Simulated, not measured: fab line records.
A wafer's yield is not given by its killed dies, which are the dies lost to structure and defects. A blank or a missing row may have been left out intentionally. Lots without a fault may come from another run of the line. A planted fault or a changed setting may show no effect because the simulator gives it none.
fab line records ; flow nand-harc
record: lots: 6; wafers: 18; last-day: 23
route steps=1159 shown P_M2@320
lots that met no fault: from a run of the same line without faults
start-h: the number of hours between the record's first day and the start of the first shown wafer of the lot ; wait-h: time in hours since the lot's previous step ; " the same as in the row above ; L1.1+2: a single row standing in for several wafers ; - no value, or no start given ; * or withheld: withheld ; < > ~ a bound
route shown NAME@n: NAME is a module with steps in the file, n the number in the route of the first one ; usual: mean/standard deviation of fault-free wafers ; same: alike in all rows ; chamber/n: place in a boat ; sites: each site's reading ; _std_site: the standard deviation of these ; _edge_site: outer sites' mean less inner sites' ; radius-mm: how far each site lies from the wafer's centre ; mask NAME#n: copy n ; behind: the tool/chamber that last shaped the wafer ; hold: what put the lot on hold/how long, in hours/how the hold closed ; device: transistor that didn't switch, given as n, p or np ; end of line: the same wafers' tests at the end of the route ; for a step that has no rows: nothing shown but its recipe ; killed: dies that structure and defects cost at the first sort, which is not the same as the wafer's yield ; map: the dies of a wafer, with x for killed, . for not killed, _ for no die there
set.NAME: the setting that was run; set.NAME@STEP: the one run at that earlier step ; model.NAME: the simulator's own value behind a step, which no gauge read
lots seen at some steps along the route; tables by step, rows by wafer
services: a tool's chamber out of use, with start hour (start-h, from the record's first day; less than 0 if before it), hours out, and reason
== steps ==
step: NHARC_P_M2_HMDS_02
recipe: time-s: 30
step: NHARC_P_M2_COAT_34
recipe: temp-c: 200; time-s: 65
step: NHARC_P_M2_COAT_03
recipe: spin-rpm: 1500; resist-thk-nm: 90
step: NHARC_P_M2_SOFTBAKE_04
recipe: temp-c: 105; time-s: 55
step: NHARC_P_M2_EBR_05
step: NHARC_P_M2_EXPOSE_06
recipe: na: 1.35; target-cd-nm: 170; dose-mj: 80.78; mask-id: P_M2
step: NHARC_P_M2_PEB_07
recipe: peb-temp-c: 100; peb-time-s: 65
step: NHARC_P_M2_DEVELOP_08
recipe: develop-time-s: 35; dev-temp-c: 23
step: NHARC_P_M2_CD_MEAS_09
recipe: target-cd-nm: 170; landing-energy-ev: 500
usual: cd-nm: 170.1/0.79
lot.wafer;tool;chamber;start-h;wait-h;cd-nm
L573.1;cd-sem-03;0;138.46;-;171.1
L573.2;cd-sem-03;0;138.46;-;170.4
L573.5;cd-sem-03;0;138.46;-;171.1
L575.1;cd-sem-02;0;151.70;-;170.5
L575.3;cd-sem-02;0;151.70;-;169.4
L575.5;cd-sem-02;0;151.70;-;169.1
L584.3;cd-sem-02;0;209.79;-;170.0
L584.4;cd-sem-02;0;209.79;-;172.1
L584.6;cd-sem-02;0;209.79;-;171.5
L585.1;cd-sem-02;0;214.14;-;169.5
L585.4;cd-sem-02;0;214.14;-;171.0
L585.5;cd-sem-02;0;214.14;-;171.0
L586.3;cd-sem-02;0;221.22;-;170.4
L586.4;cd-sem-02;0;221.22;-;169.4
L586.6;cd-sem-02;0;221.22;-;169.5
L587.1;cd-sem-02;0;223.77;-;170.1
L587.3;cd-sem-02;0;223.77;-;171.0
L587.5;cd-sem-02;0;223.77;-;170.1
step: NHARC_P_M2_OVL_MEAS_10
recipe: pitch-nm: 340
usual: overlay-x-nm: 0.1/0.81; overlay-y-nm: -0.1/0.68
lot.wafer;tool;chamber;start-h;wait-h;overlay-x-nm;overlay-y-nm
L573.1;overlay-01;-;138.55;-;-0.7;-0.8
L573.2;overlay-01;-;138.55;-;-0.1;-0.8
L573.5;overlay-01;-;138.55;-;-0.9;-0.7
L575.1;overlay-01;-;151.78;-;1.1;0.0
L575.3;overlay-01;-;151.78;-;-0.3;0.0
L575.5;overlay-01;-;151.78;-;0.7;-0.3
L584.3;overlay-01;-;209.87;-;-0.4;-1.3
L584.4;overlay-01;-;209.87;-;-0.3;-1.0
L584.6;overlay-01;-;209.87;-;-0.4;-1.3
L585.1;overlay-01;-;214.23;-;0.5;-0.7
L585.4;overlay-01;-;214.23;-;0.4;-0.7
L585.5;overlay-01;-;214.23;-;0.5;-0.6
L586.3;overlay-01;-;221.30;-;-0.9;1.0
L586.4;overlay-01;-;221.30;-;-1.5;0.7
L586.6;overlay-01;-;221.30;-;-1.1;1.1
L587.1;overlay-02;-;223.86;-;1.3;-0.1
L587.3;overlay-02;-;223.86;-;1.7;0.0
L587.5;overlay-02;-;223.86;-;1.6;-0.6
step: NHARC_P_M2_INSPECT_11
usual: raw-defect-count: 4.2/2.6
lot.wafer;tool;chamber;start-h;wait-h;raw-defect-count
L573.1;defect-inspect-02;-;138.59;0.0;7
L573.2;defect-inspect-02;-;138.59;0.0;6
L573.5;defect-inspect-02;-;138.59;0.0;4
L575.1;defect-inspect-01;-;151.82;0.0;3
L575.3;defect-inspect-01;-;151.82;0.0;13
L575.5;defect-inspect-01;-;151.82;0.0;9
L584.3;defect-inspect-02;-;209.91;0.0;1
L584.4;defect-inspect-02;-;209.91;0.0;6
L584.6;defect-inspect-02;-;209.91;0.0;2
L585.1;defect-inspect-01;-;214.27;0.0;3
L585.4;defect-inspect-01;-;214.27;0.0;2
L585.5;defect-inspect-01;-;214.27;0.0;4
L586.3;defect-inspect-02;-;221.34;0.0;1
L586.4;defect-inspect-02;-;221.34;0.0;4
L586.6;defect-inspect-02;-;221.34;0.0;3
L587.1;defect-inspect-02;-;223.89;0.0;4
L587.3;defect-inspect-02;-;223.89;0.0;3
L587.5;defect-inspect-02;-;223.89;0.0;4
step: NHARC_P_M2_DESCUM_14
recipe: time-s: 3; o2-flow-sccm: 200; ar-flow-sccm: 0; bias-power-w: 0; chemistry: O2
usual: drypump-motor-current-A: 5.7/0.32; mfc-ar-sccm: 0.005/0.0093; oes-product-au: 1.001/0.013; rf-vpp-V: 57.7/0.87; showerhead-plenum-p-Torr: 1.92/0.084; throttle-valve-pct: 11.311/0.0091
lot.wafer;tool;chamber;start-h;wait-h;drypump-motor-current-A;mfc-ar-sccm;oes-product-au;rf-hours-counter-h;rf-vpp-V;showerhead-plenum-p-Torr;throttle-valve-pct
L573.1;rie-diel-07;2;138.66;0.1;6.0;0;0.996;3;57.5;2.03;11.316
L573.2;rie-diel-07;3;138.66;0.1;5.4;0;0.976;3;58.0;1.86;11.314
L573.5;rie-diel-07;0;138.66;0.1;5.9;0;1.007;-;58.6;1.97;11.311
L575.3;rie-diel-07;1;151.89;0.1;5.5;0.009;0.998;3;57.6;1.92;11.295
L575.1;rie-diel-07;2;151.89;0.1;6.0;0;1.001;3;58.0;2.03;11.310
L575.5;rie-diel-07;1;151.89;0.1;5.5;0.009;1.009;-;58.0;1.92;11.299
L584.3;rie-diel-07;0;209.97;0.1;5.9;0;1.005;5;58.6;1.97;11.315
L584.6;rie-diel-07;0;209.97;0.1;5.9;0;1.007;-;58.7;1.97;11.311
L584.4;rie-diel-07;3;209.97;0.1;5.4;0;0.982;-;57.8;1.85;11.306
L585.1;rie-diel-07;3;214.35;0.1;5.4;0;0.981;6;57.0;1.86;11.313
L585.5;rie-diel-07;2;214.35;0.1;6.0;0;0.999;-;56.8;2.03;11.316
L585.4;rie-diel-07;3;214.35;0.1;5.4;0;0.978;-;58.2;1.85;11.307
L586.4;rie-diel-10;1;221.40;0.1;5.3;0;1.024;7;56.5;1.78;11.314
L586.3;rie-diel-10;2;221.40;0.1;6.0;0.013;0.993;8;57.5;2.03;11.315
L586.6;rie-diel-10;1;221.40;0.1;5.3;0;1.022;-;57.4;1.78;11.319
L587.3;rie-diel-10;1;223.96;0.1;5.3;0;1.027;8;57.3;1.78;11.319
L587.1;rie-diel-10;2;223.96;0.1;6.1;0.013;1.005;9;58.9;2.03;11.321
L587.5;rie-diel-10;0;223.96;0.1;5.7;0.010;1.003;-;56.5;1.89;11.309
step: NHARC_P_M2_ETCH_35
recipe: target-depth-a: 400; overetch-a: 120; time-s: 43.94; ion-energy-ev: 200; n2-flow-sccm: 150; h2-flow-sccm: 150; ar-flow-sccm: 0; rf-w: 400; bias-w: 150; chemistry: N2/H2
usual: drypump-motor-current-A: 5.7/0.32; h2-flow-sccm: 150.0/0.39; mfc-ar-sccm: 0.005/0.0098; oes-product-au: 1.000/0.015; rf-vpp-V: 430.7/2.5; run-length-s: 65.6/0.43; showerhead-plenum-p-Torr: 2.05/0.091; throttle-valve-pct: 14.171/0.0091
lot.wafer;tool;chamber;start-h;wait-h;drypump-motor-current-A;h2-flow-sccm;mfc-ar-sccm;oes-product-au;rf-hours-counter-h;rf-vpp-V;run-length-s;showerhead-plenum-p-Torr;throttle-valve-pct
L573.1;rie-diel-07;3;138.73;0.1;5.5;149.9;0;0.991;3;428.9;65.6;1.98;14.170
L573.2;rie-diel-07;1;138.73;0.1;5.5;149.8;0.009;1.006;2;429.4;65.3;2.04;14.168
L573.5;rie-diel-07;3;138.73;0.1;5.5;150.0;0;0.971;-;428.1;66.0;1.98;14.179
L575.3;rie-diel-07;1;151.97;0.1;5.5;149.0;0.009;1.010;3;430.3;65.3;2.04;14.183
L575.1;rie-diel-07;3;151.97;0.1;5.5;151.0;0;0.979;3;428.9;65.6;1.98;14.178
L575.5;rie-diel-07;0;151.97;0.1;5.9;149.4;0;1.016;-;432.5;65.8;2.10;14.164
L584.3;rie-diel-07;3;210.08;0.1;5.4;149.8;0;0.971;5;428.9;54.7;1.98;14.172
L584.6;rie-diel-07;2;210.08;0.1;6.0;150.1;0;1.005;-;432.7;54.8;2.17;14.180
L584.4;rie-diel-07;3;210.08;0.1;5.4;149.7;0;0.975;-;429.3;55.4;1.98;14.171
L585.1;rie-diel-07;2;214.45;0.1;6.0;149.6;0;1.005;6;433.8;54.6;2.17;14.184
L585.5;rie-diel-07;3;214.45;0.1;5.4;150.3;0;0.987;-;427.5;54.7;1.98;14.161
L585.4;rie-diel-07;2;214.45;0.1;6.0;149.8;0;0.999;-;433.1;54.9;2.17;14.176
L586.3;rie-diel-10;2;221.49;0.1;6.0;149.9;0.013;0.994;8;432.3;64.9;2.17;14.175
L586.4;rie-diel-10;3;221.49;0.1;5.2;149.6;0.042;1.011;8;429.2;64.6;2.00;14.188
L586.6;rie-diel-10;1;221.49;0.1;5.3;150.8;0;1.013;-;426.3;65.8;1.89;14.170
L587.1;rie-diel-10;0;224.04;0.1;5.7;149.5;0.010;0.997;8;429.9;65.9;2.02;14.167
L587.3;rie-diel-10;1;224.04;0.1;5.3;150.1;0;1.028;8;425.0;65.4;1.89;14.171
L587.5;rie-diel-10;0;224.04;0.1;5.8;149.5;0.010;1.004;-;429.7;65.7;2.02;14.168
step: NHARC_P_M2_ETCH_15
recipe: target-depth-a: 1825; time-s: 91.2; c4f8-flow-sccm: withheld; ar-flow-sccm: 400; rf-w: 600; bias-w: 300; chemistry: C4F8/Ar
usual: oes-product-au: 0.952/0.022; rf-vpp-V: 441.1/2.6; run-length-s: 112.9/0.43
lot.wafer;tool;chamber;start-h;wait-h;oes-product-au;rf-hours-counter-h;rf-vpp-V;run-length-s
L573.2;rie-diel-07;2;-;-;0.952;3;443.4;113.1
L573.1;rie-diel-07;3;-;-;0.945;3;437.8;113.5
L573.5;rie-diel-07;1;-;-;0.940;-;440.9;113.0
L575.3;rie-diel-07;2;-;-;0.922;3;444.0;113.5
L575.1;rie-diel-07;0;-;-;0.933;3;442.3;113.1
L575.5;rie-diel-07;1;-;-;0.927;-;441.3;112.6
L584.3;rie-diel-07;3;-;-;0.909;5;438.4;112.8
L584.4;rie-diel-07;0;-;-;0.946;-;443.4;113.0
L584.6;rie-diel-07;3;-;-;0.908;-;439.8;113.3
L585.1;rie-diel-07;0;214.53;0.1;0.973;6;442.4;112.9
L585.5;rie-diel-07;0;214.53;0.1;0.971;-;441.7;113.5
L585.4;rie-diel-07;2;214.53;0.1;0.971;-;443.2;113.0
L586.3;rie-diel-10;0;-;-;0.929;8;439.7;113.7
L586.4;rie-diel-10;1;-;-;0.940;7;437.5;112.7
L586.6;rie-diel-10;0;-;-;0.920;-;440.6;113.1
L587.3;rie-diel-10;1;-;-;0.943;8;436.2;113.0
L587.1;rie-diel-10;2;-;-;0.928;9;444.4;112.0
L587.5;rie-diel-10;3;-;-;0.952;-;438.4;112.5
== services ==
tool;chamber;start-h;hours;kind
rie-diel-10;-;117.58;0.2;repair
rie-diel-10;3;127.17;16.4;repair
rie-diel-07;0;133.70;-;clean
rie-diel-07;1;133.70;-;clean
rie-diel-07;2;133.70;-;clean
rie-diel-07;3;133.70;-;clean
rie-diel-07;0;158.20;-;clean
rie-diel-07;1;158.20;-;clean
rie-diel-07;2;158.20;-;clean
rie-diel-07;3;158.20;-;clean
rie-diel-07;1;163.69;6.3;repair
rie-diel-10;2;163.75;5.6;repair
rie-diel-10;1;164.87;9.6;repair
rie-diel-10;-;176.50;9.0;pm
rie-diel-07;0;182.70;-;clean
rie-diel-07;1;182.70;-;clean
rie-diel-07;2;182.70;-;clean
rie-diel-07;3;182.70;-;clean
rie-diel-07;1;199.37;6.0;repair
rie-diel-07;0;207.20;-;clean
rie-diel-07;1;207.20;-;clean
rie-diel-07;2;207.20;-;clean
rie-diel-07;3;207.20;-;clean
rie-diel-07;1;209.92;8.6;repair
== key ==
first-sign: step: NHARC_P_M2_ETCH_35; reading: run-length-s; direction: down; sigmas: 25; usual: *; struck: *
effect none on later readings
met-at NHARC_P_M2_ETCH_35
struck-wafers L584.3,L584.4,L584.6,L585.1,L585.4,L585.5
later-rows-left-out L584.3,L584.4,L584.6,L585.1,L585.4,L585.5
sort-left-out L584.3,L584.4,L584.6,L585.1,L585.4,L585.5
onset-between 151.97 210.08
fault: kind: process-parameter-drift; tool: rie-diel-07; chamber: -; onset-h: 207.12; steps: NHARC_P_M2_ETCH_35; channel: time-s; offset: *; shape: step; end-h: 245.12; acts-in: *; stated: *
sort-left-out: the simulated sort isn't trusted on such a fault, so these wafers' sort isn't shown, and their yield isn't known
later-rows-left-out: the simulator's readings of these wafers behind a module that went badly wrong aren't trusted and aren't shown, but for the sort
